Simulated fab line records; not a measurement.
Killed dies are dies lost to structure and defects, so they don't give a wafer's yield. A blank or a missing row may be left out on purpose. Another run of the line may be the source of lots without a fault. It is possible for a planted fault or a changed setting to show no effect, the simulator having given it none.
A lot that was struck, set against a sound lot | flow n5 finfet | 16 steps out of a route of 1938
Sound: the wafers L503.3, L503.4, L503.6. Struck: wafers L511.2, L511.3, L511.6. Last of all comes the cause.
Each step with rows lists, per side, the tool, then ch with its chambers, then its first start. Under that, the readings that differ: sound wafers | struck wafers | difference of the means | sigmas: that difference in standard deviations of wafers without a fault.
alike: same words and numbers on both sides, and readings whose means sit less than 2 such deviations apart. not compared: any withheld reading, any reading some wafer has no value for, any bound like >300 that may hide the same value, and any number with overlapping values for which the record gives no deviation.
Wherever a step has rows on one side only, a row that says differs or no value, or a row with sigmas, the two part there. Numbers that don't overlap but have no deviation are shown without sigmas and don't part them. A reading that every wafer of one side lacks parts them only if that side has two wafers or more.

first, 8 steps without rows for these wafers: N5_BEOL_M14_COAT_58 (time 60 s, resist thk 89 nm); N5_BEOL_M14_COAT_04 (resist thk 800 nm); N5_BEOL_M14_EBR_06; N5_BEOL_M14_SOFTBAKE_05 (time 60 s); N5_BEOL_M14_EXPOSE_07 (exposes mask V13); N5_BEOL_M14_PEB_08 (peb time 90 s); N5_BEOL_M14_DEVELOP_09 (develop time 45 s); N5_BEOL_M14_HARDBAKE_14 (time 120 s).
N5_BEOL_M14_CD_MEAS_10: the cd target is 250 nm.
  sound on cd sem-01 ch 0, day 11 11:55; struck on cd sem-01 ch 0, day 14 02:31
  alike: cd nm
N5_BEOL_M14_OVL_MEAS_11:
  sound on overlay-02 ch 0, day 11 11:57; struck on overlay-01 ch 0, day 14 02:34
  alike: V13_OVL
N5_BEOL_M14_INSPECT_12: inspects for defects (macro).
  sound on defect inspect-01, day 11 11:58; struck on defect inspect-02, day 14 02:35
  alike: raw defect count
N5_BEOL_M14_DESCUM_15: chemistry O2, time 7.9 s.
  sound on rie diel-04 ch 0,1,3, day 11 12:02; struck on rie diel-04 ch 0,1, day 14 02:37
  alike: drypump motor current A, oes product au, rf vpp V, showerhead plenum p Torr, throttle valve pct
  not compared: rf hours counter h
N5_BEOL_M14_ETCH_59: etches BARC in N2/H2, target depth 89 nm, overetch 26.7 nm, time 67.9 s.
  sound on rie diel-04 ch 0,1,3, day 11 12:04; struck on rie diel-04 ch 0,1, day 14 02:40
  no value came back on the struck wafers for any of 7 readings (bias w (W), chamber pressure mTorr (mTorr) and others); on the sound wafers bias w (W) reads 150.2 149.3 150.1
  reading                                    | sound             | struck            | difference | sigmas
  model.coat_of_BEOL_M14_COAT_04.thk nm (nm) | 718.8 718.8 717.6 | 784.8 784.2 786.6 | +66.8      |
  not compared: rf hours counter h
N5_BEOL_M14_VIA_ETCH_16: etches SiO2 in C4F8/O2/Ar, target depth 1231.3 nm.
  sound on rie diel-04 ch 0,1,3, day 11 12:07; struck on rie diel-04 ch 0,1, day 14 02:43
  reading                                    | sound         | struck            | difference | sigmas
  model.coat_of_BEOL_M14_COAT_04.thk nm (nm) | 457 453 454.8 | 526.2 524.2 520.2 | +68.6      |
  alike: C4F8_flow_sccm, O2_flow_sccm, drypump motor current A, he outer torr, oes_ar_750_au, oes_o_777_au, oes product au, rf vpp V, showerhead plenum p Torr, throttle valve pct
N5_BEOL_M14_STRIP_63: strips in O2.
  sound on rie diel-04 ch 0,1,3; struck on rie diel-04 ch 0,1
  alike: drypump motor current A, oes product au, rf vpp V, showerhead plenum p Torr, throttle valve pct
  not compared: rf hours counter h
N5_PASSIVATION_PROBE_49:
  sound on prober-01, day 12 10:10; struck on prober-01, day 15 04:47
  reading             | sound    | struck   | difference | sigmas
  killed at front end | 42 32 34 | 82 51 68 | +31        | +3
  alike: defect limited yield, killed_at_M0_to_M3, killed_at_M4_up, killed at contacts, killed at other, killed dies, killed open, killed short, sort_bin_5_function, sort_bin_6_memory, sort_bin_8_speed, sort n pass, sort yield pct

WHERE THEY PART
Last at N5_PASSIVATION_PROBE_49 as far as this record goes, first at N5_BEOL_M14_ETCH_59.

WHY: what had been put in by the simulator
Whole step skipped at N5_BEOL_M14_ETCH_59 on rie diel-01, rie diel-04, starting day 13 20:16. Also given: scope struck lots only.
